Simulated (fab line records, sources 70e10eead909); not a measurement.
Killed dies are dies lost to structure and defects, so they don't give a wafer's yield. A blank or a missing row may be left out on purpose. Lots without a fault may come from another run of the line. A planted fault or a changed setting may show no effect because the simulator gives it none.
fab line records | flow nand_harc
record lots=13 wafers=39 last_day=33
route steps=1302 shown P_M2@332 END@1302
lots that met no fault: from a run of the same line without faults
start_h: hours from the record's first day to the start of the lot's first wafer shown | wait_h: hours since the lot's step before | " the same as in the row above | L1.1+2: a row that stands for several wafers | - no value, or no start given | * or withheld: withheld | < > ~ a bound
route shown NAME@n: a module of which the file shows steps, and the number in the route of the first | usual: mean/standard deviation of fault-free wafers | same: alike in all rows | chamber/n: place in a boat | sites: the reading at each site | _std_site: their standard deviation | _edge_site: outer sites' mean less inner sites' | radius_mm: how far each site lies from the wafer's centre | mask NAME#n: copy n | behind: the tool/chamber that last shaped the wafer | hold: why the lot was held/for how many hours/how that ended | device: the transistor (n, p or np) that didn't switch | end of line: the same wafers' tests at the end of the route | a step without rows: its recipe alone | killed: dies lost to structure and defects at the first sort, not the wafer's yield | map: a wafer's dies, x killed, . not, _ none there
set.NAME: the setting as run; set.NAME@STEP: as run at that earlier step | model.NAME: the simulator's own value behind a step, which no gauge read
steps of the route over a sample of lots; a table a step, a row a wafer
services: from which hour (start_h, from the record's first day; less than 0 if before it) a tool's chamber was out of use, for how many hours, and why
## steps
# step NHARC_P_M2_ETCH_35
# recipe target_depth_a=400 overetch_a=120 time_s=43.94 ion_energy_ev=200 n2_flow_sccm=150 h2_flow_sccm=150 ar_flow_sccm=0 rf_w=400 bias_w=150 chemistry=N2/H2
# usual drypump_motor_current_A=5.7/0.33 oes_product_au=1.007/0.014 rf_vpp_V=430.1/2.2 showerhead_plenum_p_Torr=2.02/0.08 throttle_valve_pct=14.170/0.0094
# columns lot.wafer tool chamber start_h wait_h drypump_motor_current_A oes_product_au rf_hours_counter_h rf_vpp_V showerhead_plenum_p_Torr throttle_valve_pct
L573.1 rie_diel-05 0 130.26 0.1 6.0 0.979 3.5 430.2 2.03 14.166
L573.2 " 1 " " 6.0 1.003 3.9 428.8 2.02 14.173
L573.4 " 2 " " 5.6 1.010 4.2 434.0 2.12 14.176
L574.3 rie_diel-08 0 142.34 0.1 5.2 1.015 4.8 432.1 2.11 14.171
L574.4 " 2 " " 5.8 1.033 5.9 431.1 2.08 14.164
L574.1 " 3 " " 5.4 1.020 5.9 427.9 1.98 14.183
L575.2 rie_diel-08 1 151.67 0.1 5.4 0.996 5.0 429.2 1.96 14.172
L575.3 " 3 " " 5.5 1.001 6.1 428.7 1.98 14.166
L575.4 " 0 " " 5.1 0.999 5.0 432.0 2.11 14.146
L576.1 rie_diel-05 3 164.74 0.1 5.5 1.010 5.3 427.1 1.90 14.162
L576.5 " 3 " " 5.5 1.003 - 425.9 1.90 14.178
L576.6 " 0 " " 6.0 0.983 - 430.1 2.03 14.153
L577.3 rie_diel-06 0 168.43 0.1 6.6 1.018 0.1 435.0 2.20 14.176
L577.2 " 1 " " 6.1 1.033 1.1 425.6 1.90 14.170
L577.4 " 3 " " 5.6 1.009 1.8 429.5 2.01 14.177
L579.1 rie_diel-05 0 185.63 0.1 6.0 0.971 5.6 430.8 2.03 14.173
L579.2 " 2 " " 5.6 1.005 6.9 433.0 2.12 14.172
L579.5 " 1 " " 6.0 1.001 - 429.5 2.02 14.179
L580.4 rie_diel-06 0 201.18 0.1 6.6 0.995 1.9 433.9 2.20 14.164
L580.3 " 1 " " 6.2 1.014 2.6 426.5 1.90 14.165
L580.5 " 2 " " 6.0 1.004 - 432.2 2.13 14.159
L586.3 rie_diel-06 3 256.21 0.1 5.6 1.004 5.9 430.2 2.01 14.191
L586.2 " 2 " " 6.1 1.000 5.2 432.8 2.13 14.193
L586.6 " 1 " " 6.2 1.016 - 425.8 1.90 14.178
L588.3 rie_diel-05 2 276.83 0.1 5.6 1.006 0.7 432.9 2.12 14.160
L588.6 " 3 " " 5.5 1.005 - 426.9 1.89 14.168
L588.5 " 0 " " 6.0 0.980 - 429.7 2.03 14.180
L593.3 rie_diel-05 3 330.81 0.1 5.5 0.995 3.6 426.7 1.89 14.173
L593.1 " 1 " " 6.0 1.018 2.6 429.7 2.01 14.166
L593.4 " 2 " " 5.6 1.001 3.5 431.6 2.12 14.173
L594.3 rie_diel-08 3 334.75 0.1 5.5 1.000 8.5 430.4 1.97 14.166
L594.5 " 1 " " 5.4 1.033 - 430.1 1.96 14.172
L594.6 " 2 " " 5.8 1.016 - 431.5 2.08 14.177
L595.3 rie_diel-05 2 353.64 0.1 5.6 1.022 4.3 432.6 2.12 14.171
L595.1 " 0 " " 6.0 0.990 3.8 430.7 2.03 14.167
L595.5 " 2 " " 5.6 1.021 - 432.2 2.12 14.171
L596.4 rie_diel-06 1 357.49 0.1 6.2 1.005 2.9 426.7 1.90 14.167
L596.2 " 2 " " 6.1 1.012 2.8 431.8 2.12 14.150
L596.3 " 0 " " 6.5 1.013 2.5 434.4 2.20 14.155
# step NHARC_P_M2_CD_MEAS_16
# usual cd_nm=169.7/1.3
# columns lot.wafer tool chamber start_h wait_h cd_nm
L573.1 cd_sem-03 - 130.47 - 170.7
L573.2 " - " " 167.4
L573.4 " - " " 169.8
L574.1 cd_sem-02 - 142.55 - 170.8
L574.3 " - " " 173.1
L574.4 " - " " 170.0
L575.2 cd_sem-03 - 151.90 - 168.6
L575.3 " - " " 169.1
L575.4 " - " " 169.9
L576.1 cd_sem-02 - 164.96 - 170.1
L576.5 " - " " 169.1
L576.6 " - " " 168.2
L577.2 cd_sem-03 - 168.65 - 172.2
L577.3 " - " " 170.7
L577.4 " - " " 171.8
L579.1 cd_sem-03 - 185.85 - 168.5
L579.2 " - " " 169.5
L579.5 " - " " 168.8
L580.3 cd_sem-03 - 201.39 - 172.1
L580.4 " - " " 170.7
L580.5 " - " " 171.2
L586.2 cd_sem-02 - 256.45 - 170.3
L586.3 " - " " 170.9
L586.6 " - " " 172.2
L588.3 cd_sem-02 - 277.04 - 170.0
L588.5 " - " " 170.1
L588.6 " - " " 169.5
L593.1 cd_sem-03 - 331.03 - 169.4
L593.3 " - " " 169.5
L593.4 " - " " 167.7
L594.3 cd_sem-01 - 334.97 - 169.0
L594.5 " - " " 167.8
L594.6 " - " " 168.6
L595.1 cd_sem-02 - 353.85 - 168.4
L595.3 " - " " 168.6
L595.5 " - " " 170.1
L596.2 cd_sem-03 - 357.71 - 168.5
L596.3 " - " " 170.3
L596.4 " - " " 169.1
# step NHARC_P_M2_INSPECT_27
# usual raw_defect_count=323/110
# columns lot.wafer tool chamber start_h wait_h raw_defect_count
L573.1 defect_inspect-02 - 132.74 0.0 235
L573.2 " - " " 278
L573.4 " - " " 319
L574.1 defect_inspect-02 - 144.85 0.0 278
L574.3 " - " " 310
L574.4 " - " " 378
L575.2 defect_inspect-02 - 154.17 0.0 240
L575.3 " - " " 109
L575.4 " - " " 255
L576.1 defect_inspect-01 - 167.23 0.0 402
L576.5 " - " " 549
L576.6 " - " " 405
L577.2 defect_inspect-01 - 170.92 0.0 265
L577.3 " - " " 219
L577.4 " - " " 227
L579.1 defect_inspect-01 - 188.14 0.0 312
L579.2 " - " " 196
L579.5 " - " " 255
L580.3 defect_inspect-01 - 203.88 0.0 305
L580.4 " - " " 368
L580.5 " - " " 262
L586.2 defect_inspect-02 - 258.72 0.0 388
L586.3 " - " " 270
L586.6 " - " " 553
L588.3 defect_inspect-02 - 279.30 0.0 324
L588.5 " - " " 201
L588.6 " - " " 280
L593.1 defect_inspect-02 - 333.40 0.0 182
L593.3 " - " " 298
L593.4 " - " " 255
L594.3 defect_inspect-01 - 337.25 0.0 399
L594.5 " - " " 332
L594.6 " - " " 459
L595.1 defect_inspect-02 - 356.12 0.0 322
L595.3 " - " " 312
L595.5 " - " " 177
L596.2 defect_inspect-01 - 360.01 0.0 266
L596.3 " - " " 534
L596.4 " - " " 517
# step NHARC_P_M2_DEP_33
# recipe target_thk_a=300 temp_c=370 target_thk_nm=30 pressure_torr=3 flow_sccm=200 rf_w=450 material=SiCN
# usual chamber_pressure_Torr=3.000/0.0067 heater_power_outer_w=320/50 heater_power_w=580/72
# columns lot.wafer tool chamber start_h wait_h chamber_pressure_Torr heater_power_outer_w heater_power_w
L573.2 pecvd-02 1 132.93 0.1 3.006 334 571
L573.1 " 2 " " 3.003 317 596
L573.4 " 1 " " 3.022 247 453
L574.3 pecvd-04 1 145.00 0.1 3.001 394 629
L574.1 " 0 " " 2.997 317 658
L574.4 " 1 " " 3.001 393 635
L575.3 pecvd-04 0 154.36 0.1 3.000 287 631
L575.2 " 1 " " 2.998 429 686
L575.4 " 2 " " 3.005 343 549
L576.1 pecvd-02 1 167.38 0.1 2.987 274 486
L576.5 " 2 " " 2.989 272 539
L576.6 " 0 " " 2.996 393 629
L577.2 pecvd-02 2 171.07 0.1 3.002 297 565
L577.3 " 0 " " 3.009 354 593
L577.4 " 1 " " 2.999 273 482
L579.2 pecvd-02 2 188.29 0.1 3.001 362 635
L579.1 " 0 " " 3.004 371 628
L579.5 " 1 " " 3.006 323 582
L580.3 pecvd-01 0 204.12 0.1 3.007 355 608
L580.4 " 1 " " 3.000 269 492
L580.5 " 2 " " 3.000 326 635
L586.3 pecvd-01 2 258.87 0.1 - - -
L586.2 " 1 " " - - -
L586.6 " 0 " " - - -
L588.3 pecvd-02 1 279.69 0.1 - - -
L588.6 " 0 " " - - -
L588.5 " 1 " " - - -
L593.3 pecvd-02 1 333.54 0.1 3.007 290 531
L593.1 " 0 " " 3.002 322 555
L593.4 " 2 " " 3.004 296 576
L594.3 pecvd-02 2 337.43 0.1 2.995 277 560
L594.6 " 1 " " 3.006 282 532
L594.5 " 0 " " 3.012 304 537
L595.1 pecvd-02 1 356.31 0.1 2.988 346 605
L595.3 " 2 " " 2.993 303 611
L595.5 " 1 " " 2.996 347 608
L596.2 pecvd-01 1 360.20 0.1 3.000 202 417
L596.3 " 2 " " 3.017 301 601
L596.4 " 2 " " 3.011 300 586
# step NHARC_END_SORT_01
# recipe temp_c=25
# usual defect_limited_yield=91/3.2 killed_at_array=55/22 killed_at_other=0.9/1.2 killed_at_periphery=3.6/2.3 killed_dies=60/22 killed_open=3.2/1.9 killed_short=2.5/1.6
# same gross_dies=677
# columns lot.wafer tool chamber start_h wait_h defect_limited_yield[%] killed_at_array killed_at_other killed_at_periphery killed_dies killed_open killed_short
L573.1 prober-01 0 562.04 2.5 92 51 0 1 52 0 2
L573.2 prober-01 0 562.84 2.8 91 57 1 0 58 1 2
L573.4 prober-01 0 564.42 3.4 92 51 0 2 53 1 3
L574.1 prober-02 0 570.00 2.5 94 36 0 5 41 4 3
L574.3 prober-02 0 571.61 3.1 95 26 1 5 32 3 2
L574.4 prober-02 0 572.42 3.4 93 43 0 4 47 3 3
L575.2 prober-01 0 579.69 2.8 94 35 0 4 39 4 2
L575.3 prober-01 0 580.49 3.1 93 40 0 6 46 4 1
L575.4 prober-01 0 581.28 3.4 92 46 0 7 53 2 3
L576.1 prober-01 0 589.28 2.5 96 23 0 5 28 2 5
L576.5 prober-01 0 592.44 3.7 95 26 1 10 37 6 1
L576.6 prober-01 0 593.23 4.0 96 22 1 3 26 2 1
L577.2 prober-02 0 590.07 2.8 86 96 0 2 98 2 3
L577.3 prober-02 0 590.88 3.1 87 83 0 3 86 2 2
L577.4 prober-02 0 591.68 3.4 88 77 0 3 80 3 2
L579.1 prober-01 0 615.90 2.5 96 24 0 3 27 5 0
L579.2 prober-01 0 616.72 2.8 96 21 0 4 25 2 2
L579.5 prober-01 0 619.15 3.7 97 21 0 2 23 2 3
L580.3 prober-01 0 649.30 3.1 89 70 2 3 75 3 3
L580.4 prober-01 0 650.11 3.4 91 60 1 1 62 1 1
L580.5 prober-01 0 650.91 3.7 89 71 1 3 75 3 1
L586.2 prober-01 0 688.31 2.8 90 66 0 1 67 2 2
L586.3 prober-01 0 689.11 3.1 89 71 0 2 73 5 1
L586.6 prober-01 0 691.52 4.0 88 74 1 4 79 4 3
L588.3 prober-02 0 704.86 3.1 89 66 1 8 75 3 2
L588.5 prober-02 0 706.46 3.7 87 81 0 7 88 2 0
L588.6 prober-02 0 707.26 4.0 88 71 0 7 78 2 3
L593.1 prober-02 0 771.78 2.5 91 59 0 4 63 4 1
L593.3 prober-02 0 773.39 3.1 91 59 0 2 61 3 1
L593.4 prober-02 0 774.20 3.4 91 55 1 2 58 5 1
L594.3 prober-01 0 773.40 3.1 94 33 1 5 39 4 4
L594.5 prober-01 0 775.01 3.7 93 42 1 6 49 9 5
L594.6 prober-01 0 775.82 4.0 95 24 5 4 33 4 2
L595.1 prober-02 0 779.64 2.5 90 64 0 5 69 5 5
L595.3 prober-02 0 781.29 3.2 90 62 0 5 67 5 4
L595.5 prober-02 0 782.93 3.8 90 55 1 10 66 1 3
L596.2 prober-01 0 794.71 2.8 93 45 0 3 48 1 3
L596.3 prober-01 0 795.51 3.1 94 39 0 3 42 0 2
L596.4 prober-01 0 796.30 3.4 94 41 1 2 44 2 2
# killed by level:class
L573.1 A_CHANNEL_HOLE_D2:chamber_film_flake=38 A_CONTACT:chamber_film_flake=4 A_DECK1_JOINT:chamber_film_flake=3 A_ONON_D2:geometric_particle:short=2 A_STAIRCASE:chamber_film_flake=2 P_M0:chamber_film_flake=1 A_SLIT:chamber_film_flake=1 A_WL_FILL:chamber_film_flake=1
L573.2 A_CHANNEL_HOLE_D2:chamber_film_flake=39 A_CONTACT:chamber_film_flake=7 A_DECK1_JOINT:chamber_film_flake=3 A_STAIRCASE:chamber_film_flake=3 A_SLIT:chamber_film_flake=3 A_CHANNEL_FILL_D1:geometric_particle:open=1 A_WL_FILL:geometric_particle:short=1 STARTING-WAFER:geometric_particle:short=1
L573.4 A_CHANNEL_HOLE_D2:chamber_film_flake=34 A_CONTACT:chamber_film_flake=5 A_WL_FILL:chamber_film_flake=3 A_CHANNEL_HOLE_D1:chamber_film_flake=2 A_STAIRCASE:chamber_film_flake=2 A_SLIT:chamber_film_flake=2 P_STI:geometric_particle:short=1 P_CONTACT:geometric_particle:short=1
L574.1 A_SLIT:chamber_film_flake=13 A_CHANNEL_HOLE_D2:chamber_film_flake=10 A_CONTACT:chamber_film_flake=4 A_ZERO_WELL:chamber_film_flake=2 A_WL_FILL:chamber_film_flake=2 P_M0:geometric_particle:short=1 P_M0:geometric_particle:open=1 P_M2:geometric_particle:open=1
L574.3 A_SLIT:chamber_film_flake=14 A_CHANNEL_HOLE_D2:chamber_film_flake=3 P_M1:chamber_film_flake=2 A_CONTACT:chamber_film_flake=2 P_M2:geometric_particle:open=1 A_SOURCE_PLATE:geometric_particle:short=1 A_ONON_D1:geometric_particle:short=1 A_CHANNEL_FILL_D1:geometric_particle:open=1
L574.4 A_SLIT:chamber_film_flake=24 A_CHANNEL_HOLE_D2:chamber_film_flake=7 A_CONTACT:chamber_film_flake=4 A_WL_FILL:chamber_film_flake=2 P_STI:geometric_particle:open=1 P_STI:geometric_particle:short=1 A_SOURCE_PLATE:geometric_particle:short=1 A_ONON_D1:geometric_particle:open=1
L575.2 A_SLIT:chamber_film_flake=12 A_CHANNEL_HOLE_D2:chamber_film_flake=6 A_ZERO_WELL:chamber_film_flake=5 A_CONTACT:chamber_film_flake=4 P_M0:geometric_particle:open=1 P_M1:geometric_particle:open=1 A_CHANNEL_FILL_D1:geometric_particle:short=1 A_CHANNEL_FILL_D2:geometric_particle:open=1
L575.3 A_SLIT:chamber_film_flake=19 A_CHANNEL_HOLE_D2:chamber_film_flake=8 A_CONTACT:chamber_film_flake=3 P_ZERO_WELL:chamber_film_flake=2 P_BONDPAD:chamber_film_flake=2 A_CHANNEL_HOLE_D1:chamber_film_flake=2 P_CONTACT:geometric_particle:short=1 A_ONON_D1:geometric_particle:open=1
L575.4 A_SLIT:chamber_film_flake=25 A_CONTACT:chamber_film_flake=6 A_CHANNEL_HOLE_D2:chamber_film_flake=5 P_BONDPAD:chamber_film_flake=2 A_ZERO_WELL:chamber_film_flake=2 A_CHANNEL_HOLE_D1:chamber_film_flake=2 A_CHANNEL_FILL_D1:chamber_film_flake=2 P_STI:geometric_particle:short=1
L576.1 A_CHANNEL_HOLE_D2:chamber_film_flake=10 A_CHANNEL_HOLE_D1:chamber_film_flake=4 A_CONTACT:chamber_film_flake=2 P_GATE:geometric_particle:open=1 P_M0:geometric_particle:short=1 A_ONON_D1:geometric_particle:short=1 A_CHANNEL_FILL_D1:geometric_particle:short=1 A_CHANNEL_FILL_D1:geometric_particle:open=1
L577.2 A_CHANNEL_HOLE_D1:chamber_film_flake=33 A_SLIT:chamber_film_flake=26 A_CHANNEL_HOLE_D2:chamber_film_flake=25 A_WL_FILL:geometric_particle:short=3 A_CHANNEL_FILL_D1:chamber_film_flake=3 A_WL_FILL:chamber_film_flake=2 A_CONTACT:chamber_film_flake=2 A_CHANNEL_HOLE_D1:geometric_particle:open=1
L577.3 A_CHANNEL_HOLE_D1:chamber_film_flake=26 A_SLIT:chamber_film_flake=25 A_CHANNEL_HOLE_D2:chamber_film_flake=20 A_CONTACT:chamber_film_flake=7 P_CONTACT:geometric_particle:short=1 P_M1:geometric_particle:open=1 A_SOURCE_PLATE:geometric_particle:open=1 A_WL_FILL:geometric_particle:short=1
L577.4 A_CHANNEL_HOLE_D2:chamber_film_flake=27 A_CHANNEL_HOLE_D1:chamber_film_flake=26 A_SLIT:chamber_film_flake=17 A_CONTACT:chamber_film_flake=2 P_M0:geometric_particle:open=1 A_DECK1_JOINT:geometric_particle:short=1 A_SGD_CUT:geometric_particle:open=1 A_WL_FILL:geometric_particle:short=1
L576.5 A_CHANNEL_HOLE_D2:chamber_film_flake=9 P_GATE:chamber_film_flake=7 A_STAIRCASE:chamber_film_flake=4 A_ONON_D2:geometric_particle:open=3 A_BLC:chamber_film_flake=2 A_ONON_D1:geometric_particle:short=1 A_CHANNEL_FILL_D2:geometric_particle:open=1 A_CONTACT:geometric_particle:open=1
L576.6 A_CHANNEL_HOLE_D2:chamber_film_flake=8 A_CONTACT:chamber_film_flake=3 A_STAIRCASE:chamber_film_flake=2 A_SLIT:chamber_film_flake=2 A_WL_FILL:chamber_film_flake=2 P_M2:geometric_particle:open=1 A_DECK1_JOINT:geometric_particle:short=1 A_M0:geometric_particle:open=1
L579.1 A_CHANNEL_HOLE_D2:chamber_film_flake=9 A_WL_FILL:chamber_film_flake=3 A_CONTACT:chamber_film_flake=3 A_WL_FILL:geometric_particle:open=2 A_CHANNEL_HOLE_D1:chamber_film_flake=2 A_SLIT:chamber_film_flake=2 P_CONTACT:geometric_particle:open=1 A_ONON_D1:geometric_particle:open=1
L579.2 A_CHANNEL_HOLE_D2:chamber_film_flake=10 P_ZERO_WELL:chamber_film_flake=4 A_WL_FILL:chamber_film_flake=4 A_ONON_D1:geometric_particle:open=1 A_CHANNEL_HOLE_D1:geometric_particle:open=1 A_ONON_D2:geometric_particle:short=1 A_WL_FILL:geometric_particle:short=1 A_CHANNEL_HOLE_D1:chamber_film_flake=1
L579.5 A_CHANNEL_FILL_D1:chamber_film_flake=5 A_CHANNEL_HOLE_D2:chamber_film_flake=5 A_ONON_D2:geometric_particle:short=3 A_CONTACT:chamber_film_flake=3 A_CHANNEL_HOLE_D1:chamber_film_flake=2 A_ONON_D1:geometric_particle:open=1 A_M0:geometric_particle:open=1 P_ZERO_WELL:chamber_film_flake=1
L580.3 A_CHANNEL_HOLE_D1:chamber_film_flake=28 A_CHANNEL_HOLE_D2:chamber_film_flake=22 A_DECK1_JOINT:chamber_film_flake=4 A_CONTACT:chamber_film_flake=3 A_BONDPAD:chamber_film_flake=3 P_ZERO_WELL:chamber_film_flake=2 A_STAIRCASE:chamber_film_flake=2 THIN_TSV:chamber_film_flake=2
L580.4 A_CHANNEL_HOLE_D1:chamber_film_flake=24 A_CHANNEL_HOLE_D2:chamber_film_flake=22 A_STAIRCASE:chamber_film_flake=3 A_WL_FILL:chamber_film_flake=3 A_CONTACT:chamber_film_flake=3 A_M0:chamber_film_flake=2 P_CONTACT:geometric_particle:open=1 A_DECK1_JOINT:geometric_particle:short=1
L580.5 A_CHANNEL_HOLE_D2:chamber_film_flake=33 A_CHANNEL_HOLE_D1:chamber_film_flake=28 A_CONTACT:chamber_film_flake=3 P_ZERO_WELL:chamber_film_flake=2 A_STAIRCASE:chamber_film_flake=2 A_BONDPAD:chamber_film_flake=2 P_M1:geometric_particle:open=1 A_SGD_CUT:geometric_particle:open=1
L586.2 A_CHANNEL_HOLE_D1:chamber_film_flake=37 A_CHANNEL_HOLE_D2:chamber_film_flake=13 A_CONTACT:chamber_film_flake=6 A_SLIT:chamber_film_flake=3 A_ZERO_WELL:chamber_film_flake=2 P_CONTACT:geometric_particle:open=1 A_CHANNEL_FILL_D1:geometric_particle:short=1 A_CHANNEL_FILL_D2:geometric_particle:short=1
L586.3 A_CHANNEL_HOLE_D1:chamber_film_flake=38 A_CHANNEL_HOLE_D2:chamber_film_flake=20 A_CONTACT:chamber_film_flake=5 A_CHANNEL_HOLE_D2:geometric_particle:open=2 A_ZERO_WELL:chamber_film_flake=2 P_GATE:geometric_particle:open=1 P_CONTACT:geometric_particle:open=1 A_CHANNEL_FILL_D2:geometric_particle:short=1
L586.6 A_CHANNEL_HOLE_D1:chamber_film_flake=35 A_CHANNEL_HOLE_D2:chamber_film_flake=21 A_CONTACT:chamber_film_flake=10 A_SLIT:chamber_film_flake=2 P_CONTACT:geometric_particle:open=1 P_M0:geometric_particle:open=1 P_BONDPAD:geometric_particle:short=1 A_ONON_D1:geometric_particle:short=1
L588.3 A_CHANNEL_HOLE_D1:chamber_film_flake=36 A_SLIT:chamber_film_flake=19 P_CONTACT:chamber_film_flake=5 A_CONTACT:chamber_film_flake=3 A_DECK1_JOINT:chamber_film_flake=2 A_STAIRCASE:chamber_film_flake=2 P_GATE:geometric_particle:open=1 P_CONTACT:geometric_particle:open=1
L588.5 A_SLIT:chamber_film_flake=33 A_CHANNEL_HOLE_D1:chamber_film_flake=29 A_CONTACT:chamber_film_flake=7 A_STAIRCASE:chamber_film_flake=4 P_STI:chamber_film_flake=3 A_DECK1_JOINT:chamber_film_flake=3 A_CHANNEL_FILL_D2:chamber_film_flake=3 P_CONTACT:chamber_film_flake=2
L588.6 A_CHANNEL_HOLE_D1:chamber_film_flake=31 A_SLIT:chamber_film_flake=20 A_CONTACT:chamber_film_flake=7 A_STAIRCASE:chamber_film_flake=5 P_CONTACT:chamber_film_flake=4 A_DECK1_JOINT:chamber_film_flake=3 P_GATE:geometric_particle:open=1 A_SOURCE_PLATE:geometric_particle:short=1
L593.1 A_CHANNEL_HOLE_D2:chamber_film_flake=23 A_CONTACT:chamber_film_flake=13 A_CHANNEL_HOLE_D1:chamber_film_flake=10 A_SLIT:chamber_film_flake=5 P_GATE:chamber_film_flake=2 P_BONDPAD:chamber_film_flake=2 A_WL_FILL:chamber_film_flake=2 A_SOURCE_PLATE:geometric_particle:short=1
L593.3 A_CHANNEL_HOLE_D2:chamber_film_flake=24 A_CHANNEL_HOLE_D1:chamber_film_flake=12 A_SLIT:chamber_film_flake=10 A_CONTACT:chamber_film_flake=4 A_CHANNEL_FILL_D2:chamber_film_flake=3 A_CHANNEL_FILL_D1:chamber_film_flake=2 P_CONTACT:geometric_particle:open=1 A_ONON_D1:geometric_particle:short=1
L594.3 A_CHANNEL_HOLE_D1:chamber_film_flake=12 A_CONTACT:chamber_film_flake=9 A_SLIT:chamber_film_flake=5 A_WL_FILL:geometric_particle:short=2 P_ZERO_WELL:chamber_film_flake=2 P_CONTACT:geometric_particle:open=1 P_M0:geometric_particle:open=1 P_M0:geometric_particle:short=1
L593.4 A_CONTACT:chamber_film_flake=17 A_CHANNEL_HOLE_D2:chamber_film_flake=14 A_CHANNEL_HOLE_D1:chamber_film_flake=5 A_CHANNEL_FILL_D1:chamber_film_flake=5 A_SLIT:chamber_film_flake=5 P_M0:geometric_particle:open=2 A_STAIRCASE:chamber_film_flake=2 A_WL_FILL:chamber_film_flake=2
L594.5 A_CHANNEL_HOLE_D1:chamber_film_flake=14 A_SLIT:chamber_film_flake=7 A_CONTACT:chamber_film_flake=4 A_CHANNEL_HOLE_D1:geometric_particle:open=3 A_CHANNEL_FILL_D2:geometric_particle:open=3 A_CHANNEL_FILL_D1:chamber_film_flake=3 P_GATE:chamber_film_flake=2 A_CHANNEL_HOLE_D2:chamber_film_flake=2
L594.6 A_CHANNEL_HOLE_D1:chamber_film_flake=8 A_SLIT:chamber_film_flake=4 THIN_TSV:chamber_film_flake=4 A_STAIRCASE:chamber_film_flake=3 A_CONTACT:chamber_film_flake=3 A_M0:geometric_particle:open=2 P_ZERO_WELL:chamber_film_flake=2 P_CONTACT:geometric_particle:open=1
L595.1 A_CHANNEL_HOLE_D2:chamber_film_flake=19 A_CHANNEL_HOLE_D1:chamber_film_flake=16 A_STAIRCASE:chamber_film_flake=8 A_SLIT:chamber_film_flake=5 A_SGD_CUT:chamber_film_flake=4 P_CONTACT:geometric_particle:short=2 A_ONON_D1:geometric_particle:open=2 P_GATE:chamber_film_flake=2
L595.3 A_CHANNEL_HOLE_D2:chamber_film_flake=27 A_CHANNEL_HOLE_D1:chamber_film_flake=10 A_SLIT:chamber_film_flake=10 P_GATE:chamber_film_flake=3 A_STAIRCASE:chamber_film_flake=3 A_ONON_D1:geometric_particle:short=2 A_M0:geometric_particle:open=2 A_SGD_CUT:chamber_film_flake=2
L595.5 A_CHANNEL_HOLE_D2:chamber_film_flake=25 A_CHANNEL_HOLE_D1:chamber_film_flake=15 P_GATE:chamber_film_flake=8 A_STAIRCASE:chamber_film_flake=6 A_SLIT:chamber_film_flake=5 P_STI:geometric_particle:short=1 P_M0:geometric_particle:open=1 A_CHANNEL_FILL_D2:geometric_particle:short=1
L596.2 A_SLIT:chamber_film_flake=33 A_CONTACT:chamber_film_flake=5 P_CONTACT:geometric_particle:short=2 A_CHANNEL_HOLE_D1:chamber_film_flake=2 A_CHANNEL_HOLE_D1:geometric_particle:open=1 A_ONON_D2:geometric_particle:short=1 P_GATE:chamber_film_flake=1 A_DECK1_JOINT:chamber_film_flake=1
L596.3 A_SLIT:chamber_film_flake=21 A_CONTACT:chamber_film_flake=9 P_GATE:chamber_film_flake=2 A_CHANNEL_HOLE_D2:chamber_film_flake=2 A_WL_FILL:chamber_film_flake=2 A_ONON_D1:geometric_particle:short=1 A_ONON_D2:geometric_particle:short=1 P_CONTACT:chamber_film_flake=1
L596.4 A_SLIT:chamber_film_flake=25 A_CONTACT:chamber_film_flake=7 A_DECK1_JOINT:chamber_film_flake=2 A_CHANNEL_HOLE_D2:chamber_film_flake=2 P_M0:geometric_particle:open=1 A_CHANNEL_FILL_D1:geometric_particle:open=1 A_WL_FILL:geometric_particle:short=1 A_CONTACT:geometric_particle:short=1
## services
# columns tool chamber start_h hours kind
rie_diel-06 1 126.31 24.1 repair
pecvd-01 - 129.33 3.0 repair
rie_diel-06 2 129.34 1.4 repair
rie_diel-06 - 130.20 9.0 pm
pecvd-01 - 132.34 13.0 pm
rie_diel-06 0 143.19 13.9 repair
rie_diel-08 1 171.81 2.3 repair
pecvd-04 - 172.68 0.6 repair
rie_diel-08 - 190.80 9.0 pm
rie_diel-08 1 221.98 10.4 repair
rie_diel-08 0 224.03 3.3 repair
rie_diel-05 2 226.72 16.2 repair
pecvd-02 - 227.18 13.0 pm
rie_diel-05 - 229.73 9.0 pm
rie_diel-08 0 231.45 4.5 repair
rie_diel-06 0 250.52 12.5 repair
pecvd-04 - 269.03 13.0 pm
rie_diel-05 1 288.55 9.2 repair
rie_diel-06 - 307.20 9.0 pm
rie_diel-08 0 307.62 2.7 repair
pecvd-02 0 313.10 8.2 repair
pecvd-01 - 313.34 13.0 pm
rie_diel-06 2 334.57 4.8 repair
pecvd-01 - 342.15 15.5 repair
## key
first_sign step=NHARC_P_M2_DEP_33 reading=tool_record direction=missing
effect none on later readings
met_at NHARC_P_M2_DEP_33
struck_lots L586,L588
not_acting_at NHARC_P_M2_ETCH_35,NHARC_P_M2_CD_MEAS_16,NHARC_P_M2_INSPECT_27
onset_between 204.12 258.87
fault kind=skipped_step_whole tool=pecvd-01,pecvd-02 chamber=- onset_h=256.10 steps=NHARC_P_M2_DEP_33 scope=struck_lots_only
